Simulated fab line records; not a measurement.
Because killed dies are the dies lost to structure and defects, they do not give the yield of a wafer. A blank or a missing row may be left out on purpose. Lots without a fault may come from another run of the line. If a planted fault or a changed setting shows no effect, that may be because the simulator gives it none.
Which of the tools did it? / flow nand_harc / route of 1302 steps, sampled at 1 step: 15 lots, 45 wafers

== WHAT EACH GAUGE READ, for each wafer ==
NHARC_P_M1_CD_MEAS_16. Usual: 129.5 nm for cd_nm, sd 0.71.
lot=L411; measured=day 6 17:05; on=cd_sem-01; cd_nm (nm)=129.5 130.4 129.7; flag=
lot=L412; measured=day 6 21:10; on=cd_sem-01; cd_nm (nm)=128.7 129.8 128.7; flag=
lot=L413; measured=day 7 11:25; on=cd_sem-02; cd_nm (nm)=128.2 129.5 128.1; flag=
lot=L415; measured=day 8 15:12; on=cd_sem-01; cd_nm (nm)=129.6 129.3 128.9; flag=
lot=L416; measured=day 8 18:20; on=cd_sem-01; cd_nm (nm)=129.1 129.8 130.3; flag=
lot=L417; measured=day 9 12:10; on=cd_sem-02; cd_nm (nm)=129.3 128.3 128.7; flag=
lot=L422; measured=day 11 02:28; on=cd_sem-01; cd_nm (nm)=129.2 129.8 130.1; flag=
lot=L423; measured=day 12 06:53; on=cd_sem-02; cd_nm (nm)=129.6 129.1 130.9; flag=
lot=L425; measured=day 12 08:02; on=cd_sem-02; cd_nm (nm)=129.8 128.7 128.6; flag=
lot=L424; measured=day 12 09:15; on=cd_sem-03; cd_nm (nm)=129.9 129.2 128.7; flag=
lot=L426; measured=day 13 04:35; on=cd_sem-01; cd_nm (nm)=129.5 130.7 128.6; flag=
lot=L427; measured=day 13 06:44; on=cd_sem-02; cd_nm (nm)=128.8 128.7 128.5; flag=
lot=L428; measured=day 13 22:40; on=cd_sem-02; cd_nm (nm)=129.4 130.5 130.0; flag=
lot=L429; measured=day 14 03:32; on=cd_sem-02; cd_nm (nm)=129.9 129.4 130.9; flag=
lot=L430; measured=day 14 13:45; on=cd_sem-02; cd_nm (nm)=129.0 129.4 130.0; flag=

== WHAT TOOL EACH LOT RAN ON (gives the tool, then ch and the chambers of the sampled wafers, and finally the start) ==
Record: no process step prior to these readings.

== WHAT THE TOOLS THEMSELVES READ (means of the sampled wafers that have a number; where no wafer has one, the mark that the record gives instead) ==
The record holds no such reading with a usual standard deviation.

== THE ANSWER, worked out from the rows above alone ==
Rule: take the mean of a lot's wafers that have a number; if it is more than 3 standard deviations from the usual mean, the lot is off. Also off: a lot with no number at a reading for which 4 or more lots have one. All remaining lots with rows at the step are treated as sound. The gauges are gone through in route order, then the tools' own readings, and for those a lot's mean is taken as printed above. At the first step where some lot is off, the reading lying furthest off is the one used; lots without a number count as furthest.
Nothing can be told from this: no lot is off at any reading shown.

== WHAT WAS PUT IN BY THE SIMULATOR ==
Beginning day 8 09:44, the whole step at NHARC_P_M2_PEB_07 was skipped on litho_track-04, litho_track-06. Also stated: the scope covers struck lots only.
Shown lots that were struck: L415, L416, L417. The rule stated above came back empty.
